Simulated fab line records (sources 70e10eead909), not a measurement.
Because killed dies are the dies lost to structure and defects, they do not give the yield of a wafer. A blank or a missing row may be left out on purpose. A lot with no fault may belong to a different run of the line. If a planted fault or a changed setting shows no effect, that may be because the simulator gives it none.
Problem report in the 8D (eight disciplines) form, filled by code | flow nand_harc | the parts of the form that need people (team, actions taken, sign-off) are left out

1. THE ISSUE
killed_at_array at NHARC_END_SORT_01 reads a mean of 129 on 3 wafers of 2 lots; wafers without a fault read 29 with a standard deviation of 12. Relative to the usual mean, that is a shift of +8.4 standard deviations.
Seen first at day 24 14:58 on prober-01, wafer L502.2. Wafers with a number at this step in the record: 6, from 2 lots. Rule for "out" (also "out of limits"): further than 4 standard deviations from the usual mean. Any other wafer with a number is counted as sound.

2. WHAT IT IS, AND WHAT IT ISN'T
question                    | is                           | is not
which readings at this step | killed_at_array, killed_dies | killed_at_periphery, killed_open, killed_short
which lots                  | L502, L503                   | -
which wafers of those lots  | L502.2, L503.3, L503.6       | L502.1, L502.4, L503.5
read on which gauges        | prober-01, prober-02         | -
when                        | from day 24 14:58            | up to then (1 sound wafer); but 2 sound wafers of L502, L503 came after

3. THE SUSPECTS, EACH WITH WHAT RULES IT OUT
Counting: if a tool at a process step up to the reading ran every lot that is out, it stays a suspect. Sound lots after the first of them don't rule it out here, since some wafers of a struck lot are sound.
- the gauge at NHARC_END_SORT_01 is ruled out. 2 gauges (prober-01, prober-02) read the wafers that are out.
- rie_diel-05 at NHARC_A_STAIRCASE_TRIM_222 (chemistry O2, time 211.2 s): kept. It ran every lot that is out, first L502 (day 15 18:17).
- rie_diel-11 at NHARC_THIN_TSV_DESCUM_14 (chemistry O2, time 3 s): kept. It ran every lot that is out, first L502 (day 24 00:45).
- rie_diel-05, NHARC_A_STAIRCASE_TRIM_222: wafers that are out in chamber 1, sound lot-mates in chambers 0, 2, 3.
What counting leaves: rie_diel-05 at NHARC_A_STAIRCASE_TRIM_222 and rie_diel-11 at NHARC_THIN_TSV_DESCUM_14.

4. THE CAUSE (what the simulator had put in)
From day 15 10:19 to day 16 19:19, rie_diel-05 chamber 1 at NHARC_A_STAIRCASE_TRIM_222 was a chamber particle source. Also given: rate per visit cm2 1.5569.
This tool is one of the 2 suspects left after counting.

5. THE CHAIN OF EFFECTS, in route order
Rows list readings where the struck wafers' mean (over those with a number) sits beyond 3 standard deviations from the usual. Only readings whose record carries a usual standard deviation are examined. hours: median over the lots of the time between each lot's start at the first step of this table that gives one and its start at this step. sigmas: the change, counted in usual standard deviations.
hours | step              | reading         | usual | on struck wafers | change | sigmas
0     | NHARC_END_SORT_01 | killed_at_array | 29    | 129              | +100   | +8.4
0     | NHARC_END_SORT_01 | killed_dies     | 34    | 133              | +99    | +8.3

6. HOW IT WOULD HAVE BEEN CAUGHT EARLIER
221 hours passed between the start of the fault at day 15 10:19 and the first reading out of limits at a measuring or inspecting step in this record, taken at day 24 14:58.
Tool readings at NHARC_A_STAIRCASE_TRIM_222 with a usual standard deviation given in the record: none out on any struck wafer, hence no alarm at a limit of 4 standard deviations on them.
Each of the lots that are out, 2 in all, had begun NHARC_A_STAIRCASE_TRIM_222 on rie_diel-05 no later than day 24 14:58. Holding the tool at that point would not have protected any of them.
